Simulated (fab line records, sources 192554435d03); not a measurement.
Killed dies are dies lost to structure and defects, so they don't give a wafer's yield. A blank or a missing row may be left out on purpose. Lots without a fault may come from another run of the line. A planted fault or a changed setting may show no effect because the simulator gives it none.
Split-lot experiment | flow n5_finfet | 7 lots, 21 wafers read, on a route of 1938 steps

THE SPLIT
At N5_BEOL_M10_COAT_05 (resist thk 90 nm), the setting spin_rpm was moved away from the recipe's 1500 rpm on 7 of the 21 wafers read, by -10.7% to -2.9%. The other wafers ran this setting at the recipe's value.

The reading is taken at the split's own step.

THE READING
CAR-ArF_of_BEOL_M10_COAT_05.thk_nm (the simulator's own value, which no gauge read), in nm, at N5_BEOL_M10_COAT_05 (resist thk 90 nm). The file gives no usual value for it. The 14 wafers here that ran the recipe average 90.0 nm, standard deviation 0.17 nm.

wafer  | tool, chamber at the split | spin_rpm as run, rpm | against the recipe | CAR-ArF_of_BEOL_M10_COAT_05.thk_nm, nm | against lot-mates on the recipe
L075.1 | litho_track-02, 0          | 1500                 | recipe             | 90.2                                   | -
L075.3 | litho_track-02, 0          | 1500                 | recipe             | 90.2                                   | -
L075.4 | litho_track-02, 0          | 1340                 | -10.7%             | 95.6                                   | +5.4
L084.3 | litho_track-05, 0          | 1500                 | recipe             | 89.8                                   | -
L084.6 | litho_track-05, 0          | 1500                 | recipe             | 89.8                                   | -
L084.4 | litho_track-05, 0          | 1500                 | recipe             | 90                                     | -
L083.1 | litho_track-01, 0          | 1500                 | recipe             | 90.4                                   | -
L083.2 | litho_track-01, 0          | 1500                 | recipe             | 90                                     | -
L083.6 | litho_track-01, 0          | 1457                 | -2.9%              | 91.4                                   | +1.2
L089.1 | litho_track-02, 0          | 1500                 | recipe             | 90.2                                   | -
L089.2 | litho_track-02, 0          | 1500                 | recipe             | 90                                     | -
L089.4 | litho_track-02, 0          | 1453                 | -3.1%              | 91                                     | +0.9
L091.4 | litho_track-05, 0          | 1500                 | recipe             | 90                                     | -
L091.5 | litho_track-05, 0          | 1500                 | recipe             | 90                                     | -
L091.6 | litho_track-05, 0          | 1500                 | recipe             | 90                                     | -
L095.3 | litho_track-02, 0          | 1500                 | recipe             | 90.2                                   | -
L095.4 | litho_track-02, 0          | 1416                 | -5.6%              | 93                                     | +2.8
L095.5 | litho_track-02, 0          | 1416                 | -5.6%              | 92.8                                   | +2.6
L097.2 | litho_track-05, 0          | 1365                 | -9.0%              | 94.4                                   | +4.6
L097.4 | litho_track-05, 0          | 1500                 | recipe             | 89.8                                   | -
L097.5 | litho_track-05, 0          | 1365                 | -9.0%              | 94.6                                   | +4.8

THE FIT
A straight line over all 21 wafers: CAR-ArF_of_BEOL_M10_COAT_05.thk_nm changes by -0.504 nm for each +1% of spin_rpm; r = -0.99; the points scatter about the line by 0.22 nm.
The same after taking each lot's own level away (the mean of its wafers on the recipe; 21 wafers): -0.507 nm for each +1%; r = -0.99; scatter 0.2 nm.
On that fit, the largest move of spin_rpm shifts the reading by 5.4 nm.
The lots' own levels span 89.80 to 90.20 nm, that is 2.3 times the standard deviation above.
So the lot-to-lot level changes the slope little: the two slopes agree.
Check: with one of the wafers moved furthest among these (-10.7%) left out of the fit, the line predicts +5.35 nm for it against its lot-mates. It came out at +5.4 nm against them.

OTHER SPLITS ON THESE WAFERS
These wafers also went through other splits before the reading. Each is held against what the fit with the lots' levels taken away leaves over:
other split on the same wafers | wafers away from the commonest value | r with CAR-ArF_of_BEOL_M10_COAT_05.thk_nm (lot level and that fit taken away)
N5_BEOL_M7_COAT_05 spin_rpm    | 8                                    | +0.01
N5_BEOL_M8_COAT_63 spin_rpm    | 8                                    | +0.04
N5_BEOL_M8_DESCUM_33 time_s    | 6                                    | +0.11
N5_BEOL_M9_COAT_22 spin_rpm    | 6                                    | -0.14
N5_BEOL_M9_ETCH_66 time_s      | 8                                    | +0.43

THE FILE'S OWN FIT
CAR-ArF_of_BEOL_M10_COAT_05.thk_nm changes by -0.497 nm for each +1% of spin_rpm, r = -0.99.
